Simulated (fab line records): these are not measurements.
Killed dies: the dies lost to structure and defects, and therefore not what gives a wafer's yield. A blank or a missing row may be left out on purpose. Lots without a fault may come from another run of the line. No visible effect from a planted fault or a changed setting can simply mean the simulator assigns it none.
Matching of chambers :: flow n5 finfet :: 4 sister chambers for N5_BEOL_M0_STRIP_104 on rie diel-03
The step strips in N2/H2. 4 wafers are shown with their chamber, then 11 later ones without.

WAFERS PAIRED WITH THEIR CHAMBERS
wafer: L085.6
chamber: 1
showerhead plenum p Torr (Torr): 2.37

wafer: L086.1
chamber: 3
showerhead plenum p Torr (Torr): 2.57

wafer: L087.6
chamber: 2
showerhead plenum p Torr (Torr): 2.43

wafer: L088.2
chamber: 0
showerhead plenum p Torr (Torr): 2.61

WAFERS MISSING THEIR CHAMBER
wafer: L088.3
showerhead plenum p Torr (Torr): 2.57

wafer: L088.5
showerhead plenum p Torr (Torr): 2.61

wafer: L090.1
showerhead plenum p Torr (Torr): 2.57

wafer: L090.5
showerhead plenum p Torr (Torr): 2.57

wafer: L090.6
showerhead plenum p Torr (Torr): 2.43

wafer: L093.3
showerhead plenum p Torr (Torr): 2.56

wafer: L093.4
showerhead plenum p Torr (Torr): 2.43

wafer: L093.5
showerhead plenum p Torr (Torr): 2.37

wafer: L096.1
showerhead plenum p Torr (Torr): 2.36

wafer: L096.2
showerhead plenum p Torr (Torr): 2.60

wafer: L096.3
showerhead plenum p Torr (Torr): 2.42

WHICH CHAMBER EACH WENT THROUGH
wafer: L088.3
from the rows above: 3
in truth: 3

wafer: L088.5
from the rows above: 0
in truth: 0

wafer: L090.1
from the rows above: 3
in truth: 3

wafer: L090.5
from the rows above: 3
in truth: 3

wafer: L090.6
from the rows above: 2
in truth: 2

wafer: L093.3
from the rows above: 3
in truth: 3

wafer: L093.4
from the rows above: 2
in truth: 2

wafer: L093.5
from the rows above: 1
in truth: 1

wafer: L096.1
from the rows above: 1
in truth: 1

wafer: L096.2
from the rows above: 0
in truth: 0

wafer: L096.3
from the rows above: 2
in truth: 2
11 of 11 placed correctly. Not placeable from these rows: 0. Wrongly placed: 0.
How it was worked out, from the rows above alone: a wafer's distance from a chamber is the root of the sum, over the readings, of the square of ((its reading less the chamber's mean) divided by the reading's scatter). If the next closest chamber is less than 2 further off than the closest, the wafer can't be placed; otherwise it belongs to the closest. A chamber's mean is the mean of its shown wafers. The scatter: root of mean squared gap, hidden wafer to nearest shown wafer, with one shown wafer a chamber.
